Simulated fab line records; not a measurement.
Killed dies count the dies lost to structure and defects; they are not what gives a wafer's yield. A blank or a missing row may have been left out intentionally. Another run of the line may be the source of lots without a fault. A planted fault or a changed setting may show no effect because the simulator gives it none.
fab line records | flow n5-finfet | part 1 of 2: steps 1 to 19 of 26
[record] lots = 5 | wafers = 15 | last-day = 17
route steps=1938 shown BEOL_M0_SAQP@676 BEOL_M0_CUTY@701
lots untouched by any fault: they come from a run of this same line in which no faults occurred
start-h: hours from the record's opening day to when the first of the lot's shown wafers began | wait-h: how many hours have passed since the lot's step before this one | " identical to the entry in the row above | L1.1+2: one row covering several wafers at once | - no value, or no start was given | * or withheld: withheld | < > ~ a bound
route shown NAME@n: names a module that has steps shown in the file, with the first one's number in the route | usual: the fault-free wafers' mean and standard deviation | same: alike in all rows | chamber/n: place in a boat | sites: per-site readings | _std_site: their standard deviation | _edge_site: the outer-site mean with the inner-site mean subtracted | radius-mm: how far each site lies from the wafer's centre | mask NAME#n: copy n | behind: the most recent tool/chamber to have shaped the wafer | hold: reason for holding the lot/hours on hold/outcome of the hold | device: whichever transistor did not switch (one of n, p or np) | end of line: at the end of the route, the tests of the same wafers | a step without rows: its recipe alone | killed: dies lost to structure and defects at the first sort, not the wafer's yield | map: dies across one wafer; x = killed, . = not, _ = none there
set.NAME: the run value of the setting; set.NAME@STEP: its run value at that earlier step | model.NAME: the simulator's own value behind a step, which no gauge read
a table for each step, a row for each wafer; lots at some steps of the route
services: from which hour (start-h, from the record's first day; less than 0 if before it) a tool's chamber was out of use, for how many hours, and why
[[steps]]
[step N5_BEOL_M0_SAQP_SPACER2_ALD_26]
[recipe] material = SiO2 | target-thk-a = 150 | temp-c = 300 | ald-precursor-family = BDEAS | ald-co-reactant = O2-plasma | pulse-time-s = 1 | purge-time-s = 2 | co-reactant-purge-time-s = 2 | pressure-torr = 2
[usual] heater-power-w = 481/49 | precursor-pulse-height-rel = 1.004/0.019
lot.wafer | tool       | chamber | start-h | wait-h | heater-power-w | precursor-pulse-height-rel
L074.2    | ald-sin-03 | 2       | 110.67  | 0.1    | 470            | 0.978
L074.5    | "          | 1       | "       | "      | 465            | 0.959
L074.6    | "          | 2       | "       | "      | 463            | 0.988
L076.1    | ald-sin-02 | 2       | 124.80  | 0.1    | 398            | 1.006
L076.2    | "          | 1       | "       | "      | 527            | 0.998
L076.3    | "          | 0       | "       | "      | 537            | 1.030
L077.1    | ald-sin-03 | 3       | 125.65  | 0.1    | 428            | 1.003
L077.2    | "          | 0       | "       | "      | 505            | 1.018
L077.4    | "          | 1       | "       | "      | 453            | 1.004
L090.1    | ald-sin-01 | 3       | 204.44  | 0.2    | 451            | 0.997
L090.4    | "          | 0       | "       | "      | 451            | 1.053
L090.6    | "          | 0       | "       | "      | 465            | 0.969
L093.1    | ald-sin-01 | 3       | 225.11  | 0.2    | 469            | 0.990
L093.3    | "          | 0       | "       | "      | 449            | 1.008
L093.4    | "          | 1       | "       | "      | 475            | 1.042
[step N5_BEOL_M0_SAQP_SPACER2_ETCHBACK_27]
[recipe] chemistry = CHF3/O2 | mode = anisotropic-etchback | target = SiO2 | target-depth-a = 225 | time-s = 11.25 | pressure-mtorr = 30 | source-w = 650 | bias-w = 170 | Ar_flow_sccm = 200 | CHF3_flow_sccm = 50 | O2_flow_sccm = 5 | ion-energy-ev = 200
[usual] drypump-motor-current-A = 5.8/0.56 | oes-product-au = 0.76/0.087 | rf-vpp-V = 529/6.7 | showerhead-plenum-p-Torr = 2.44/0.068 | throttle-valve-pct = 18.97/0.23
lot.wafer | tool        | chamber | start-h | wait-h | drypump-motor-current-A | oes-product-au | rf-hours-counter-h | rf-vpp-V | showerhead-plenum-p-Torr | throttle-valve-pct
L074.2    | rie-diel-02 | 2       | 111.22  | 0.3    | 5.9                     | 0.71           | 218                | 516      | 2.32                     | 18.95
L074.5    | "           | 3       | "       | "      | 6.2                     | 0.69           | -                  | 528      | 2.49                     | 18.85
L074.6    | "           | 2       | "       | "      | 5.9                     | 0.70           | -                  | 515      | 2.32                     | 18.96
L076.1    | rie-diel-03 | 2       | 125.49  | 0.4    | 6.0                     | 0.68           | 247                | 525      | 2.49                     | 19.38
L076.2    | "           | 1       | "       | "      | 5.3                     | 0.78           | 156                | 529      | 2.42                     | 19.30
L076.3    | "           | 0       | "       | "      | 5.9                     | 0.69           | 249                | 525      | 2.38                     | 19.50
L077.1    | rie-diel-05 | 0       | 126.20  | 0.3    | 6.6                     | 0.77           | 138                | 533      | 2.35                     | 18.69
L077.2    | "           | 2       | "       | "      | 6.6                     | 0.76           | 139                | 526      | 2.41                     | 18.80
L077.4    | "           | 0       | "       | "      | 6.6                     | 0.77           | -                  | 534      | 2.35                     | 18.70
L090.1    | rie-diel-02 | 2       | 204.99  | 0.3    | 5.9                     | 0.69           | 247                | 517      | 2.31                     | 19.03
L090.4    | "           | 3       | "       | "      | 6.2                     | 0.69           | 232                | 529      | 2.48                     | 18.88
L090.6    | "           | 1       | "       | "      | 6.3                     | 0.81           | -                  | 532      | 2.44                     | 18.56
L093.1    | rie-diel-03 | 0       | 225.66  | 0.3    | 5.9                     | 0.93           | 28                 | 522      | 2.37                     | 19.01
L093.3    | "           | 1       | "       | "      | 5.4                     | 0.74           | 193                | 529      | 2.40                     | 19.36
L093.4    | "           | 2       | "       | "      | 6.0                     | 0.96           | 17                 | 524      | 2.48                     | 18.99
[step N5_BEOL_M0_SAQP_MANDREL2_REMOVE_110]
[recipe] chemistry = HBr/Cl2/O2 | bt-time-s = 10 | target = a-Si | stop-on = SiCN | endpoint = OES-SiCl | over-etch-frac = 1 | icp-w = 600 | bias-w = 30 | HBr_flow_sccm = 150 | Cl2_flow_sccm = 80 | O2_flow_sccm = 5 | pressure-mtorr = 10
[usual] drypump-motor-current-A = 5.7/0.32 | oes-product-au = 1.000/0.021 | throttle-valve-pct = 36.8/0.63
lot.wafer | tool      | chamber | start-h | wait-h | drypump-motor-current-A | oes-product-au | rf-hours-counter-h | throttle-valve-pct
L074.2    | rie-si-06 | 0       | 111.31  | 0.1    | 5.8                     | 0.994          | 39                 | 36.4
L074.5    | "         | 3       | "       | "      | 5.8                     | 1.005          | -                  | 36.9
L074.6    | "         | 0       | "       | "      | 5.8                     | 0.985          | -                  | 36.4
L076.1    | rie-si-05 | 0       | 125.58  | 0.1    | 5.9                     | 0.975          | 143                | 37.7
L076.2    | "         | 1       | "       | "      | 5.7                     | 1.028          | 93                 | 37.2
L076.3    | "         | 2       | "       | "      | 5.8                     | 0.999          | 107                | 37.8
L077.1    | rie-si-05 | 3       | 126.29  | 0.1    | 5.1                     | 1.037          | 8                  | 36.4
L077.2    | "         | 0       | "       | "      | 6.0                     | 0.969          | 143                | 37.7
L077.4    | "         | 2       | "       | "      | 5.8                     | 0.985          | 108                | 37.8
L090.1    | rie-si-05 | 3       | 205.08  | 0.1    | 5.1                     | 1.028          | 9                  | 36.4
L090.4    | "         | 0       | "       | "      | 6.0                     | 0.960          | 145                | 37.7
L090.6    | "         | 3       | "       | "      | 5.1                     | 1.026          | -                  | 36.4
L093.1    | rie-si-05 | 0       | 225.75  | 0.1    | 6.0                     | 0.970          | 145                | 37.7
L093.3    | "         | 2       | "       | "      | 5.8                     | 0.995          | 109                | 37.8
L093.4    | "         | 0       | "       | "      | 6.0                     | 0.968          | -                  | 37.7
[step N5_BEOL_M0_SAQP_CD_MEAS_29]
[recipe] target-cd-nm = 14.4 | landing-energy-ev = 1000 | detector = se-inlens
[usual] cd-nm = 14.97/0.25
lot.wafer | tool      | chamber | start-h | wait-h | cd-nm
L074.2    | cd-sem-03 | 0       | 111.42  | 0.1    | 14.93
L074.5    | "         | 0       | "       | "      | 14.98
L074.6    | "         | 0       | "       | "      | 15.09
L076.1    | cd-sem-01 | 0       | 125.69  | 0.1    | 14.61
L076.2    | "         | 0       | "       | "      | 14.72
L076.3    | "         | 0       | "       | "      | 14.77
L077.1    | cd-sem-03 | 0       | 126.40  | 0.1    | 14.62
L077.2    | "         | 0       | "       | "      | 14.53
L077.4    | "         | 0       | "       | "      | 15.13
L090.1    | cd-sem-03 | 0       | 205.19  | 0.1    | 14.99
L090.4    | "         | 0       | "       | "      | 14.94
L090.6    | "         | 0       | "       | "      | 14.91
L093.1    | cd-sem-01 | 0       | 225.86  | 0.1    | 15.09
L093.3    | "         | 0       | "       | "      | 15.35
L093.4    | "         | 0       | "       | "      | 15.00
[step N5_BEOL_M0_SAQP_COAT_69]
[recipe] resist = SOC | temp-c = 250 | time-s = 60 | spin-rpm = 1500 | resist-thk-nm = 90
[usual] exhaust-pa = 45.1/0.93 | plate-temp-C = 250.01/0.16
lot.wafer | tool           | chamber | start-h | wait-h | exhaust-pa | plate-temp-C
L074.2    | litho-track-02 | 0       | 111.46  | 0.0    | 44.8       | 250.01
L074.5    | "              | 0       | "       | "      | 44.6       | 249.83
L074.6    | "              | 0       | "       | "      | 45.2       | 250.26
L076.1    | litho-track-05 | 0       | 125.72  | 0.0    | 43.5       | 249.92
L076.2    | "              | 0       | "       | "      | 43.1       | 249.88
L076.3    | "              | 0       | "       | "      | 45.3       | 249.69
L077.1    | litho-track-01 | 0       | 126.45  | 0.0    | 45.5       | 250.13
L077.2    | "              | 0       | "       | "      | 46.1       | 250.17
L077.4    | "              | 0       | "       | "      | 47.9       | 250.21
L090.1    | litho-track-05 | 0       | 205.22  | 0.0    | 45.5       | 249.97
L090.4    | "              | 0       | "       | "      | 44.5       | 250.32
L090.6    | "              | 0       | "       | "      | 45.3       | 249.94
L093.1    | litho-track-01 | 0       | 225.89  | 0.0    | 45.2       | 250.00
L093.3    | "              | 0       | "       | "      | 45.7       | 249.89
L093.4    | "              | 0       | "       | "      | 44.5       | 249.61
[step N5_BEOL_M0_SAQP_COAT_72]
[recipe] resist = SiARC | temp-c = 220 | time-s = 60 | spin-rpm = 1500 | resist-thk-nm = 15
[usual] exhaust-pa = 45.0/0.72 | plate-temp-C = 220.01/0.17
lot.wafer | tool           | chamber | start-h | wait-h | exhaust-pa | plate-temp-C
L074.2    | litho-track-02 | 0       | -       | -      | 45.5       | 220.25
L074.5    | "              | 0       | "       | "      | 46.0       | 220.14
L074.6    | "              | 0       | "       | "      | 45.4       | 220.31
L076.1    | litho-track-05 | 0       | -       | -      | 45.8       | 219.99
L076.2    | "              | 0       | "       | "      | 45.6       | 219.83
L076.3    | "              | 0       | "       | "      | 45.4       | 220.30
L077.1    | litho-track-01 | 0       | -       | -      | 43.9       | 220.36
L077.2    | "              | 0       | "       | "      | 44.1       | 220.06
L077.4    | "              | 0       | "       | "      | 44.4       | 220.05
L090.1    | litho-track-05 | 0       | -       | -      | 45.5       | 220.00
L090.4    | "              | 0       | "       | "      | 45.0       | 219.88
L090.6    | "              | 0       | "       | "      | 44.2       | 219.85
L093.1    | litho-track-01 | 0       | -       | -      | 45.4       | 219.99
L093.3    | "              | 0       | "       | "      | 45.9       | 220.03
L093.4    | "              | 0       | "       | "      | 44.7       | 219.90
[step N5_BEOL_M0_SAQP_COAT_87]
[recipe] resist = underlayer | temp-c = 205 | time-s = 60 | spin-rpm = 1500 | resist-thk-nm = 5
[usual] exhaust-pa = 44.8/0.75 | plate-temp-C = 204.95/0.15
lot.wafer | tool           | chamber | start-h | wait-h | exhaust-pa | plate-temp-C
L074.2    | litho-track-02 | 0       | -       | -      | 45.7       | 204.98
L074.5    | "              | 0       | "       | "      | 46.3       | 205.22
L074.6    | "              | 0       | "       | "      | 44.3       | 205.30
L076.1    | litho-track-05 | 0       | -       | -      | 45.1       | 204.94
L076.2    | "              | 0       | "       | "      | 45.0       | 204.99
L076.3    | "              | 0       | "       | "      | 44.6       | 205.08
L077.1    | litho-track-01 | 0       | -       | -      | 43.5       | 204.87
L077.2    | "              | 0       | "       | "      | 42.9       | 204.87
L077.4    | "              | 0       | "       | "      | 44.2       | 204.92
L090.1    | litho-track-05 | 0       | -       | -      | 44.0       | 204.98
L090.4    | "              | 0       | "       | "      | 44.7       | 204.81
L090.6    | "              | 0       | "       | "      | 42.7       | 204.83
L093.1    | litho-track-01 | 0       | -       | -      | 44.8       | 205.11
L093.3    | "              | 0       | "       | "      | 44.4       | 204.84
L093.4    | "              | 0       | "       | "      | 44.7       | 204.91
[step N5_BEOL_M0_SAQP_COAT_34]
[recipe] resist = CAR-EUV | spin-rpm = 1500 | resist-thk-nm = 30
[usual] exhaust-pa = 45.2/0.87
lot.wafer | tool           | chamber | start-h | wait-h | exhaust-pa
L074.2    | litho-track-02 | 0       | -       | -      | 45.1
L074.5    | "              | 0       | "       | "      | 45.6
L074.6    | "              | 0       | "       | "      | 45.1
L076.1    | litho-track-05 | 0       | -       | -      | 44.5
L076.2    | "              | 0       | "       | "      | 43.8
L076.3    | "              | 0       | "       | "      | 45.8
L077.1    | litho-track-01 | 0       | -       | -      | 45.2
L077.2    | "              | 0       | "       | "      | 45.6
L077.4    | "              | 0       | "       | "      | 46.2
L090.1    | litho-track-05 | 0       | -       | -      | 45.2
L090.4    | "              | 0       | "       | "      | 45.9
L090.6    | "              | 0       | "       | "      | 43.8
L093.1    | litho-track-01 | 0       | -       | -      | 43.9
L093.3    | "              | 0       | "       | "      | 44.7
L093.4    | "              | 0       | "       | "      | 45.7
[step N5_BEOL_M0_SAQP_EBR_36]
[recipe] solvent = PGMEA | ebr-width-mm = 1.5
[usual] exhaust-pa = 45.1/0.82
lot.wafer | tool           | chamber | start-h | wait-h | exhaust-pa
L074.2    | litho-track-02 | 0       | -       | -      | 44.0
L074.5    | "              | 0       | "       | "      | 43.9
L074.6    | "              | 0       | "       | "      | 44.2
L076.1    | litho-track-05 | 0       | -       | -      | 45.4
L076.2    | "              | 0       | "       | "      | 45.5
L076.3    | "              | 0       | "       | "      | 43.8
L077.1    | litho-track-01 | 0       | -       | -      | 45.1
L077.2    | "              | 0       | "       | "      | 43.5
L077.4    | "              | 0       | "       | "      | 44.3
L090.1    | litho-track-05 | 0       | -       | -      | 46.0
L090.4    | "              | 0       | "       | "      | 45.3
L090.6    | "              | 0       | "       | "      | 45.6
L093.1    | litho-track-01 | 0       | -       | -      | 45.0
L093.3    | "              | 0       | "       | "      | 44.7
L093.4    | "              | 0       | "       | "      | 44.8
[step N5_BEOL_M0_SAQP_SOFTBAKE_35]
[recipe] temp-c = 110 | time-s = 60 | resist = CAR-EUV
[usual] exhaust-pa = 44.8/0.92 | plate-temp-C = 110.00/0.14
lot.wafer | tool           | chamber | start-h | wait-h | exhaust-pa | plate-temp-C
L074.2    | litho-track-02 | 0       | -       | -      | 44.8       | 110.02
L074.5    | "              | 0       | "       | "      | 44.3       | 109.77
L074.6    | "              | 0       | "       | "      | 44.0       | 110.07
L076.1    | litho-track-05 | 0       | -       | -      | 46.0       | 109.98
L076.2    | "              | 0       | "       | "      | 45.3       | 110.01
L076.3    | "              | 0       | "       | "      | 45.3       | 109.76
L077.1    | litho-track-01 | 0       | -       | -      | 44.7       | 110.14
L077.2    | "              | 0       | "       | "      | 44.1       | 110.11
L077.4    | "              | 0       | "       | "      | 45.7       | 110.02
L090.1    | litho-track-05 | 0       | -       | -      | 43.8       | 110.05
L090.4    | "              | 0       | "       | "      | 44.5       | 109.88
L090.6    | "              | 0       | "       | "      | 43.9       | 110.04
L093.1    | litho-track-01 | 0       | -       | -      | 45.9       | 109.93
L093.3    | "              | 0       | "       | "      | 45.1       | 109.88
L093.4    | "              | 0       | "       | "      | 46.0       | 110.05
[step N5_BEOL_M0_SAQP_EXPOSE_37]
[recipe] mask-id = M0_CUT1 | na = 0.33 | source-shape = annular | sigma-inner = 0.35 | sigma-outer = 0.8 | polarization = unpolarized | target-cd-nm = 30 | dose-mj = 44.75
lot.wafer  | tool           | chamber | start-h | wait-h | mask
L074.2+5+6 | euv-scanner-02 | 0       | 111.73  | -      | M0_CUT1#0
L076.1+2+3 | euv-scanner-01 | 0       | 125.98  | -      | M0_CUT1#0
L077.1+2+4 | euv-scanner-01 | 0       | 126.58  | -      | M0_CUT1#0
L090.1+4+6 | euv-scanner-02 | 0       | 205.36  | -      | M0_CUT1#0
L093.1+3+4 | euv-scanner-02 | 0       | 226.15  | -      | M0_CUT1#0
[step N5_BEOL_M0_SAQP_PEB_38]
[recipe] peb-temp-c = 100 | peb-time-s = 60 | resist = CAR-EUV
[usual] exhaust-pa = 45.0/0.9 | plate-temp-C = 99.95/0.13
lot.wafer | tool           | chamber | start-h | wait-h | exhaust-pa | plate-temp-C
L074.2    | litho-track-01 | 0       | 111.79  | 0.1    | 44.0       | 99.73
L074.5    | "              | 0       | "       | "      | 45.2       | 99.88
L074.6    | "              | 0       | "       | "      | 45.0       | 99.91
L076.1    | litho-track-05 | 0       | 126.05  | 0.1    | 45.4       | 99.90
L076.2    | "              | 0       | "       | "      | 46.2       | 99.79
L076.3    | "              | 0       | "       | "      | 44.0       | 100.00
L077.1    | litho-track-02 | 0       | 126.65  | 0.1    | 46.1       | 99.93
L077.2    | "              | 0       | "       | "      | 46.7       | 99.92
L077.4    | "              | 0       | "       | "      | 44.5       | 100.05
L090.1    | litho-track-02 | 0       | 205.42  | 0.1    | 44.3       | 99.97
L090.4    | "              | 0       | "       | "      | 44.8       | 99.83
L090.6    | "              | 0       | "       | "      | 44.2       | 99.89
L093.1    | litho-track-02 | 0       | 226.22  | 0.1    | 45.1       | 100.09
L093.3    | "              | 0       | "       | "      | 45.2       | 99.98
L093.4    | "              | 0       | "       | "      | 45.1       | 100.03
[step N5_BEOL_M0_SAQP_DEVELOP_39]
[recipe] develop-time-s = 30 | developer = TMAH | resist = CAR-EUV | rinse-liquid = surfactant-rinse | dry = air-spin | dev-temp-c = 23
[usual] exhaust-pa = 45.0/1.1
lot.wafer | tool           | chamber | start-h | wait-h | exhaust-pa
L074.2    | litho-track-01 | 0       | -       | -      | 44.6
L074.5    | "              | 0       | "       | "      | 45.4
L074.6    | "              | 0       | "       | "      | 46.3
L076.1    | litho-track-05 | 0       | -       | -      | 45.9
L076.2    | "              | 0       | "       | "      | 44.1
L076.3    | "              | 0       | "       | "      | 45.4
L077.1    | litho-track-02 | 0       | -       | -      | 45.1
L077.2    | "              | 0       | "       | "      | 45.8
L077.4    | "              | 0       | "       | "      | 45.7
L090.1    | litho-track-02 | 0       | -       | -      | 45.5
L090.4    | "              | 0       | "       | "      | 45.1
L090.6    | "              | 0       | "       | "      | 43.2
L093.1    | litho-track-02 | 0       | -       | -      | 44.7
L093.3    | "              | 0       | "       | "      | 45.3
L093.4    | "              | 0       | "       | "      | 45.7
[step N5_BEOL_M0_SAQP_CD_MEAS_40]
[recipe] target-cd-nm = 30 | landing-energy-ev = 500 | detector = se-inlens
[usual] cd-nm = 30.01/0.23
lot.wafer | tool      | chamber | start-h | wait-h | cd-nm
L074.2    | cd-sem-02 | 0       | 111.85  | -      | 30.26
L074.5    | "         | 0       | "       | "      | 29.84
L074.6    | "         | 0       | "       | "      | 30.30
L076.1    | cd-sem-03 | 0       | 126.12  | -      | 29.95
L076.2    | "         | 0       | "       | "      | 29.90
L076.3    | "         | 0       | "       | "      | 29.84
L077.1    | cd-sem-02 | 0       | 126.72  | -      | 30.14
L077.2    | "         | 0       | "       | "      | 30.09
L077.4    | "         | 0       | "       | "      | 30.00
L090.1    | cd-sem-02 | 0       | 205.49  | -      | 29.56
L090.4    | "         | 0       | "       | "      | 29.93
L090.6    | "         | 0       | "       | "      | 30.04
L093.1    | cd-sem-03 | 0       | 226.29  | -      | 30.25
L093.3    | "         | 0       | "       | "      | 30.35
L093.4    | "         | 0       | "       | "      | 30.08
[step N5_BEOL_M0_SAQP_OVL_MEAS_41]
[recipe] points-per-wafer = 522
[usual] M0_CUT1_OVL = -0.3/0.68
lot.wafer | tool       | chamber | start-h | wait-h | M0_CUT1_OVL[nm]
L074.2    | overlay-02 | 0       | 111.89  | 0.0    | -0.3
L074.5    | "          | 0       | "       | "      | 0.3
L074.6    | "          | 0       | "       | "      | -0.4
L076.1    | overlay-02 | 0       | 126.15  | 0.0    | 0.4
L076.2    | "          | 0       | "       | "      | -0.1
L076.3    | "          | 0       | "       | "      | 0.3
L077.1    | overlay-01 | 0       | 126.75  | 0.0    | -0.3
L077.2    | "          | 0       | "       | "      | -0.7
L077.4    | "          | 0       | "       | "      | -0.6
L090.1    | overlay-02 | 0       | 205.52  | 0.0    | -1.0
L090.4    | "          | 0       | "       | "      | -0.7
L090.6    | "          | 0       | "       | "      | -0.4
L093.1    | overlay-01 | 0       | 226.32  | 0.0    | 0.3
L093.3    | "          | 0       | "       | "      | -1.0
L093.4    | "          | 0       | "       | "      | -0.7
[step N5_BEOL_M0_SAQP_INSPECT_42]
[recipe] mode = adi | inspect-instrument = brightfield
[usual] raw-defect-count = 281/77
lot.wafer | tool              | chamber | start-h | wait-h | raw-defect-count
L074.2    | defect-inspect-01 | -       | 111.94  | 0.0    | 193
L074.5    | "                 | -       | "       | "      | 210
L074.6    | "                 | -       | "       | "      | 187
L076.1    | defect-inspect-02 | -       | 126.21  | 0.1    | 248
L076.2    | "                 | -       | "       | "      | 328
L076.3    | "                 | -       | "       | "      | 281
L077.1    | defect-inspect-02 | -       | 126.81  | 0.1    | 328
L077.2    | "                 | -       | "       | "      | 177
L077.4    | "                 | -       | "       | "      | 314
L090.1    | defect-inspect-01 | -       | 205.58  | 0.1    | 210
L090.4    | "                 | -       | "       | "      | 132
L090.6    | "                 | -       | "       | "      | 156
L093.1    | defect-inspect-01 | -       | 226.38  | 0.1    | 276
L093.3    | "                 | -       | "       | "      | 372
L093.4    | "                 | -       | "       | "      | 290
[step N5_BEOL_M0_SAQP_DESCUM_45]
[recipe] chemistry = O2 | time-s = 7 | source-power-w = 50 | bias-power-w = 20 | pressure-mtorr = 20 | rf-frequency-hz = 2.712e+07 | temp-c = 40 | resist = CAR-EUV | o2-flow-sccm = 225
[usual] drypump-motor-current-A = 5.9/0.56 | oes-product-au = 0.77/0.093 | rf-vpp-V = 243.4/1.3 | showerhead-plenum-p-Torr = 2.10/0.059 | throttle-valve-pct = 20.43/0.24
lot.wafer | tool        | chamber | start-h | wait-h | drypump-motor-current-A | oes-product-au | rf-hours-counter-h | rf-vpp-V | showerhead-plenum-p-Torr | throttle-valve-pct
L074.2    | rie-diel-05 | 0       | 112.22  | 0.3    | 6.6                     | 0.79           | 133                | 239.8    | 2.04                     | 20.17
L074.5    | "           | 1       | "       | "      | 5.3                     | 0.72           | -                  | 242.9    | 2.15                     | 20.51
L074.6    | "           | 0       | "       | "      | 6.6                     | 0.79           | -                  | 241.8    | 2.04                     | 20.18
L076.1    | rie-diel-03 | 0       | 126.24  | 0.0    | 5.9                     | 0.68           | 249                | 244.4    | 2.03                     | 20.80
L076.2    | "           | 2       | "       | "      | 6.0                     | 0.69           | 247                | 243.9    | 2.13                     | 20.70
L076.3    | "           | 3       | "       | "      | 4.8                     | 0.74           | 152                | 246.8    | 2.19                     | 20.48
L077.1    | rie-diel-05 | 1       | 126.84  | 0.0    | 5.4                     | 0.71           | 229                | 243.6    | 2.15                     | 20.48
L077.2    | "           | 2       | "       | "      | 6.6                     | 0.78           | 139                | 244.2    | 2.12                     | 20.58
L077.4    | "           | 0       | "       | "      | 6.6                     | 0.79           | -                  | 242.3    | 2.03                     | 20.18
L090.1    | rie-diel-02 | 1       | 205.62  | 0.0    | 6.3                     | 0.82           | 72                 | 242.5    | 2.14                     | 20.13
L090.4    | "           | 0       | "       | "      | 5.2                     | 0.70           | 236                | 245.7    | 2.11                     | 20.18
L090.6    | "           | 1       | "       | "      | 6.3                     | 0.82           | -                  | 243.1    | 2.14                     | 20.12
L093.1    | rie-diel-05 | 3       | 226.41  | 0.0    | 5.8                     | 0.70           | 185                | 244.4    | 2.15                     | 20.63
L093.3    | "           | 0       | "       | "      | 6.6                     | 0.74           | 169                | 242.0    | 2.02                     | 20.22
L093.4    | "           | 2       | "       | "      | 6.6                     | 0.75           | 172                | 243.5    | 2.11                     | 20.62
[step N5_BEOL_M0_SAQP_ETCH_88]
[recipe] chemistry = N2/H2 | target = underlayer | target-depth-a = 65 | time-s = 5.2 | ion-energy-ev = 200 | mask-material = CAR-EUV | pressure-mtorr = 30 | source-w = 840 | bias-w = 150 | n2-flow-sccm = 200 | h2-flow-sccm = 200 | ends = cleared
[usual] drypump-motor-current-A = 5.9/0.56 | etch-rf-on-time-s = 5.24/0.18 | oes-product-au = 0.65/0.077 | rf-vpp-V = 524.2/2.4 | showerhead-plenum-p-Torr = 2.55/0.078 | throttle-valve-pct = 17.86/0.18
lot.wafer | tool        | chamber | start-h | wait-h | drypump-motor-current-A | etch-rf-on-time-s | oes-product-au | rf-hours-counter-h | rf-vpp-V | showerhead-plenum-p-Torr | throttle-valve-pct
L074.2    | rie-diel-05 | 0       | 112.25  | 0.0    | 6.6                     | 5.37              | 0.65           | 133                | 520.5    | 2.46                     | 17.64
L074.5    | "           | 1       | "       | "      | 5.3                     | 5.27              | 0.60           | -                  | 524.7    | 2.61                     | 17.90
L074.6    | "           | 0       | "       | "      | 6.6                     | 5.29              | 0.64           | -                  | 521.7    | 2.46                     | 17.62
L076.1    | rie-diel-03 | 0       | 126.28  | 0.0    | 5.9                     | 5.31              | 0.59           | 249                | 523.7    | 2.51                     | 18.40
L076.2    | "           | 2       | "       | "      | 6.0                     | 5.47              | 0.57           | 247                | 524.9    | 2.62                     | 18.33
L076.3    | "           | 3       | "       | "      | 4.8                     | 5.23              | 0.65           | 152                | 527.1    | 2.65                     | 17.90
L077.1    | rie-diel-05 | 1       | 126.88  | 0.0    | 5.3                     | 5.19              | 0.60           | 229                | 525.7    | 2.61                     | 17.89
L077.2    | "           | 2       | "       | "      | 6.6                     | 5.31              | 0.65           | 139                | 522.5    | 2.54                     | 17.83
L077.4    | "           | 0       | "       | "      | 6.6                     | 5.34              | 0.64           | -                  | 521.3    | 2.46                     | 17.64
L090.1    | rie-diel-02 | 1       | 205.65  | 0.0    | 6.3                     | 5.30              | 0.68           | 72                 | 526.8    | 2.60                     | 17.64
L090.4    | "           | 0       | "       | "      | 5.2                     | 5.37              | 0.59           | 236                | 527.6    | 2.60                     | 17.74
L090.6    | "           | 1       | "       | "      | 6.3                     | 5.29              | 0.68           | -                  | 524.5    | 2.60                     | 17.64
L093.1    | rie-diel-05 | 3       | 226.45  | 0.0    | 5.8                     | 5.31              | 0.60           | 185                | 526.6    | 2.64                     | 18.16
L093.3    | "           | 0       | "       | "      | 6.6                     | 5.47              | 0.62           | 169                | 520.0    | 2.44                     | 17.68
L093.4    | "           | 2       | "       | "      | 6.6                     | 5.35              | 0.63           | 172                | 521.4    | 2.52                     | 17.86
[step N5_BEOL_M0_SAQP_ETCH_73]
[recipe] chemistry = CF4 | target = SiARC | target-depth-a = 195 | mask-material = CAR-EUV | time-s = 32.5 | ion-energy-ev = 80 | pressure-mtorr = 40 | source-w = 545 | bias-w = 36 | Ar_flow_sccm = 100 | cf4-flow-sccm = 100 | ends = cleared
[usual] cf4-flow-sccm = 100.0/0.3 | drypump-motor-current-A = 5.9/0.56 | etch-rf-on-time-s = 32.8/1.1 | oes-product-au = 0.66/0.077 | rf-vpp-V = 184.1/1.1 | showerhead-plenum-p-Torr = 2.15/0.059 | throttle-valve-pct = 15.63/0.22
lot.wafer | tool        | chamber | start-h | wait-h | cf4-flow-sccm | drypump-motor-current-A | etch-rf-on-time-s | oes-product-au | rf-hours-counter-h | rf-vpp-V | showerhead-plenum-p-Torr | throttle-valve-pct
L074.2    | rie-diel-05 | 0       | 112.27  | 0.0    | 100.2         | 6.6                     | 33.7              | 0.65           | 133                | 183.6    | 2.08                     | 15.32
L074.5    | "           | 1       | "       | "      | 100.2         | 5.3                     | 33.3              | 0.60           | -                  | 185.2    | 2.20                     | 15.77
L074.6    | "           | 0       | "       | "      | 99.9          | 6.6                     | 33.8              | 0.65           | -                  | 182.9    | 2.08                     | 15.31
L076.1    | rie-diel-03 | 0       | 126.29  | 0.0    | 99.7          | 5.9                     | 32.6              | 0.58           | 249                | 183.2    | 2.10                     | 16.12
L076.2    | "           | 2       | "       | "      | 100.3         | 6.0                     | 33.9              | 0.57           | 247                | 186.3    | 2.21                     | 16.04
L076.3    | "           | 3       | "       | "      | 100.7         | 4.8                     | 33.0              | 0.64           | 152                | 184.4    | 2.23                     | 15.64
L077.1    | rie-diel-05 | 1       | 126.89  | 0.0    | 100.3         | 5.3                     | 32.8              | 0.60           | 229                | 184.0    | 2.19                     | 15.75
L077.2    | "           | 2       | "       | "      | 100.5         | 6.6                     | 32.9              | 0.66           | 139                | 183.9    | 2.13                     | 15.49
L077.4    | "           | 0       | "       | "      | 99.7          | 6.6                     | 33.3              | 0.65           | -                  | 183.1    | 2.07                     | 15.34
L090.1    | rie-diel-02 | 1       | 205.67  | 0.0    | 99.4          | 6.3                     | 32.8              | 0.69           | 72                 | 184.9    | 2.18                     | 15.28
L090.4    | "           | 0       | "       | "      | 99.8          | 5.2                     | 33.8              | 0.58           | 236                | 185.5    | 2.20                     | 15.75
L090.6    | "           | 1       | "       | "      | 100.1         | 6.3                     | 33.0              | 0.69           | -                  | 185.7    | 2.18                     | 15.29
L093.1    | rie-diel-05 | 3       | 226.46  | 0.0    | 100.3         | 5.9                     | 33.7              | 0.59           | 185                | 185.9    | 2.21                     | 15.88
L093.3    | "           | 0       | "       | "      | 99.8          | 6.6                     | 34.2              | 0.62           | 169                | 183.1    | 2.06                     | 15.39
L093.4    | "           | 2       | "       | "      | 100.6         | 6.6                     | 33.5              | 0.63           | 172                | 184.2    | 2.12                     | 15.55
